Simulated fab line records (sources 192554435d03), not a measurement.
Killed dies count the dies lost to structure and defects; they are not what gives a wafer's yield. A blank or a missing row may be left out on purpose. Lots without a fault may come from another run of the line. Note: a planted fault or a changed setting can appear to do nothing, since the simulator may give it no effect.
Which tool did it?	flow n5-finfet	9 lots, 27 wafers sampled, at 5 steps of a route of 1938

== WHAT THE GAUGES READ, wafer by wafer ==
N5_SDB_INSPECT_13: inspects for defects (brightfield). Usual: 65 for raw-defect-count, sd 31.
lot	measured	on	raw-defect-count	flag
L628	day 3 19:11	defect-inspect-01	116 62 88	
L635	day 5 12:28	defect-inspect-01	48 49 92	
L637	day 6 02:01	defect-inspect-02	39 62 30	
L639	day 6 14:10	defect-inspect-01	66 24 34	
L640	day 6 20:00	defect-inspect-02	61 96 56	
L642	day 7 07:53	defect-inspect-02	33 65 43	
L647	day 8 13:38	defect-inspect-02	38 25 66	
L650	day 9 09:26	defect-inspect-02	64 46 50	
L651	day 9 14:35	defect-inspect-02	24 49 53	

N5_BEOL_M4_RC_MEAS_101. Usual: DIBL_N 36.3 mV/V, standard deviation 1.8; DIBL_P 36.5 mV/V, standard deviation 2.1; IOFF_N 0.16 nA/um, standard deviation 0.031; IOFF_P 0.22 nA/um, standard deviation 0.038; ION_N 677 uA/um, standard deviation 12; ION_P 466 uA/um, standard deviation 7.8; SS_N 71.5 mV/dec, standard deviation 0.61; SS_P 73.2 mV/dec, standard deviation 0.7; VT_N 249 mV, standard deviation 3; VT_P -248.9 mV, standard deviation 3.
lot	measured	on	DIBL_N (mV/V)	DIBL_P (mV/V)	IOFF_N (nA/um)	IOFF_P (nA/um)	ION_N (uA/um)	ION_P (uA/um)	SS_N (mV/dec)	SS_P (mV/dec)	VT_N (mV)	VT_P (mV)	flag
L628	day 8 19:02	prober-02	34.6 36.4 34.8	35.1 37.0 34.2	0.14 0.17 0.13	0.22 0.24 0.21	676 682 662	472 474 464	71.2 70.5 71.4	73.5 73.3 72.3	251 246 252	-245.7 -246.0 -249.5	
L635	day 10 01:01	prober-02	35.5 34.6 39.3	37.0 35.8 42.0	0.17 0.15 0.28	0.27 0.24 0.38	689 687 708	478 480 488	71.1 71.0 72.2	73.5 72.2 73.6	246 249 238	-243.1 -246.4 -240.6	
L637	day 10 18:19	prober-02	34.1 34.1 34.5	34.5 34.8 35.6	0.14 0.14 0.13	0.21 0.20 0.21	660 676 662	459 472 460	71.6 71.1 72.2	74.0 73.4 73.0	252 250 253	-248.3 -247.0 -247.8	
L639	day 11 08:43	prober-02	35.4 35.0 36.7	34.4 34.3 36.3	0.14 0.14 0.18	0.20 0.20 0.25	664 675 675	459 465 462	70.8 70.6 71.5	72.7 73.3 73.8	252 251 249	-248.2 -248.8 -245.6	
L640	day 11 09:18	prober-01	37.8 34.2 35.3	38.3 33.1 34.7	0.16 0.11 0.12	0.25 0.17 0.20	681 655 669	468 455 464	71.8 70.1 70.9	73.0 71.7 72.9	249 257 254	-247.0 -253.9 -249.6	
L642	day 12 03:03	prober-02	36.2 35.5 39.4	36.2 36.1 40.5	0.15 0.15 0.21	0.23 0.22 0.32	666 679 687	464 474 479	71.3 71.7 71.9	73.1 73.5 73.8	252 247 244	-248.3 -250.4 -243.2	
L647	day 12 20:28	prober-01	38.0 38.1 37.2	37.9 39.2 37.7	0.18 0.18 0.17	0.22 0.24 0.21	666 680 685	456 475 466	71.7 72.4 71.8	74.5 73.8 73.5	249 248 246	-250.5 -251.5 -250.0	
L650	day 14 04:28	prober-01	36.1 36.2 36.2	36.8 36.5 37.3	0.17 0.16 0.16	0.23 0.23 0.25	682 682 683	469 475 467	71.8 71.7 71.4	73.2 72.9 73.1	248 248 249	-249.1 -246.7 -244.5	
L651	day 14 01:23	prober-01	34.1 34.1 38.3	35.5 34.8 40.8	0.14 0.14 0.23	0.20 0.19 0.31	680 661 698	469 457 477	71.8 71.4 71.7	72.6 72.4 73.5	250 249 245	-250.0 -249.1 -246.5	

== WHICH TOOL RAN EACH LOT (tool, then ch and the chambers of the sampled wafers, then the start) ==
lot	N5_ILD0_LINER_00	N5_ILD0_CMP_07	N5_HKMG_FIN_HK_ANNEAL_02
L628	ald-sin-04 ch 0,3, day 3 11:56	cmp-03 ch 0,3, day 3 14:39	rtp-anneal-01 ch 0, day 4 01:04
L635	ald-sin-02 ch 0,1,3, day 5 05:50	cmp-04 ch 0,1,2, day 5 08:36	rtp-anneal-01 ch 0, day 5 17:39
L637	ald-sin-01 ch 1,2,3, day 5 18:53	cmp-03 ch 0,1,3, day 5 21:56	rtp-anneal-01 ch 0, day 6 06:44
L639	ald-sin-01 ch 2,3, day 6 07:23	cmp-01 ch 1,2, day 6 10:05	rtp-anneal-01 ch 0, day 6 19:29
L640	ald-sin-02 ch 1,3, day 6 13:21	cmp-03 ch 0,1,3, day 6 16:08	rtp-anneal-01 ch 0, day 7 01:19
L642	ald-sin-02 ch 0,1,2, day 7 01:13	cmp-04 ch 0,2,3, day 7 04:00	rtp-anneal-02 ch 0, day 7 12:36
L647	ald-sin-04 ch 2,3, day 8 06:52	cmp-03 ch 1,2, day 8 09:36	rtp-anneal-02 ch 0, day 8 19:23
L650	ald-sin-01 ch 0,2,3, day 9 02:26	cmp-03 ch 0,1,2, day 9 05:34	rtp-anneal-02 ch 0, day 9 14:10
L651	ald-sin-01 ch 0,1,2, day 9 07:24	cmp-04 ch 1,2,3, day 9 10:34	rtp-anneal-02 ch 0, day 9 19:20
- N5_ILD0_LINER_00: material SiNx, target thk 4 nm, pulse time 1 s, purge time 2 s.
- N5_ILD0_CMP_07: polishes SiO2 flowable, stops on poly-Si, t overpolish 1.18 s, target thk 138.88 nm.
- N5_HKMG_FIN_HK_ANNEAL_02: time 30 s.

== WHAT THE TOOLS THEMSELVES READ (means of the sampled wafers that have a number; where no wafer has one, the mark that the record gives instead) ==
N5_ILD0_LINER_00. Usual: heater-power-outer-w 532 W, standard deviation 64; heater-power-w 855 W, standard deviation 88; precursor-pulse-height-rel 1.000, standard deviation 0.019.
lot	tool	heater-power-outer-w (W)	heater-power-w (W)	precursor-pulse-height-rel	flag
L628	ald-sin-04	579	924	1.017	
L635	ald-sin-02	488	782	0.999	
L637	ald-sin-01	540	879	1.013	
L639	ald-sin-01	557	903	0.978	
L640	ald-sin-02	489	807	1.007	
L642	ald-sin-02	481	782	0.995	
L647	ald-sin-04	609	959	0.989	
L650	ald-sin-01	552	896	0.999	
L651	ald-sin-01	524	878	0.999	

N5_ILD0_CMP_07. Usual: 12.8 A for motor-current-A, sd 1.3.
lot	tool	motor-current-A (A)	flag
L628	cmp-03	12.2	
L635	cmp-04	11.7	
L637	cmp-03	12.9	
L639	cmp-01	12.5	
L640	cmp-03	13.0	
L642	cmp-04	12.9	
L647	cmp-03	13.5	
L650	cmp-03	12.6	
L651	cmp-04	13.4	

N5_HKMG_FIN_HK_ANNEAL_02. Usual: lamp-power-pct 8.80 %, standard deviation 0.054; lamp_zone_1_pct 8.795 %, standard deviation 0.011; lamp_zone_2_pct 8.797 %, standard deviation 0.012; lamp_zone_3_pct 8.797 %, standard deviation 0.011; lamp_zone_4_pct 8.796 %, standard deviation 0.01; lamp_zone_5_pct 8.798 %, standard deviation 0.011; lamp_zone_6_pct 8.725 %, standard deviation 0.011; lamp_zone_7_pct 9.193 %, standard deviation 0.0099; wafer_temp_C_max 703.0, standard deviation 0.66.
lot	tool	lamp-power-pct (%)	lamp_zone_1_pct (%)	lamp_zone_2_pct (%)	lamp_zone_3_pct (%)	lamp_zone_4_pct (%)	lamp_zone_5_pct (%)	lamp_zone_6_pct (%)	lamp_zone_7_pct (%)	wafer_temp_C_max	flag
L628	rtp-anneal-01	8.79	8.790	8.808	8.793	8.798	8.803	8.719	9.190	702.7	
L635	rtp-anneal-01	8.74	8.792	8.799	8.786	8.801	8.798	8.724	9.194	702.4	
L637	rtp-anneal-01	8.33	8.344	8.337	8.344	8.353	8.336	8.267	8.733	703.3	OFF
L639	rtp-anneal-01	8.38	8.347	8.352	8.337	8.346	8.338	8.282	8.714	703.2	OFF
L640	rtp-anneal-01	8.43	8.346	8.358	8.338	8.346	8.351	8.273	8.721	702.9	OFF
L642	rtp-anneal-02	8.78	8.802	8.795	8.797	8.790	8.797	8.736	9.196	703.0	
L647	rtp-anneal-02	8.81	8.791	8.806	8.790	8.793	8.791	8.732	9.190	702.9	
L650	rtp-anneal-02	8.79	8.796	8.793	8.799	8.792	8.802	8.726	9.195	703.2	
L651	rtp-anneal-02	8.81	8.799	8.808	8.792	8.801	8.796	8.730	9.190	703.8	

== THE ANSWER, worked out from the rows above alone ==
Rule: take the mean of a lot's wafers that have a number; if it is more than 3 standard deviations from the usual mean, the lot is off. A lot without any number at a reading at which 4 lots or more have one is off too. The other lots that the step has rows for count as sound. The gauges are gone through in route order, then the tools' own readings, and for those a lot's mean is taken as printed above. The first step at which some lot is off is used, and at that step the reading that is off furthest; a lot without a number counts as furthest.
Off: L637, L639, L640 (N5_HKMG_FIN_HK_ANNEAL_02, lamp_zone_7_pct).
A tool fits if, at that step or a process step before it, it ran every lot that is off, and no sound lot after the first of them. One fits: rtp-anneal-01 at N5_HKMG_FIN_HK_ANNEAL_02. A fault onset in the window from L635 (day 5 17:39, its last sound lot) to L637 (day 6 06:44, its first lot off) fits.
The tool's own readings at N5_HKMG_FIN_HK_ANNEAL_02 bear it out: on the lots that are off they differ by more than 5 times the standard deviation of the sound lots' means. lamp-power-pct reads 8.38 % there against 8.79 % on the sound lots; lamp_zone_1_pct reads 8.346 % there against 8.795 % on the sound lots; lamp_zone_2_pct reads 8.349 % there against 8.801 % on the sound lots; lamp_zone_3_pct reads 8.340 % there against 8.793 % on the sound lots; lamp_zone_4_pct reads 8.348 % there against 8.796 % on the sound lots; lamp_zone_5_pct reads 8.342 % there against 8.798 % on the sound lots; lamp_zone_6_pct reads 8.274 % there against 8.728 % on the sound lots; lamp_zone_7_pct reads 8.723 % there against 9.192 % on the sound lots.

== WHAT THE SIMULATOR PUT IN ==
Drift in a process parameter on rtp-anneal-01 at N5_HKMG_FIN_HK_ANNEAL_02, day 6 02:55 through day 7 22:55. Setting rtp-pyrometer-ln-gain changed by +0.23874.
Shown lots that were struck: L637, L639, L640. The rule above reached the same finding.
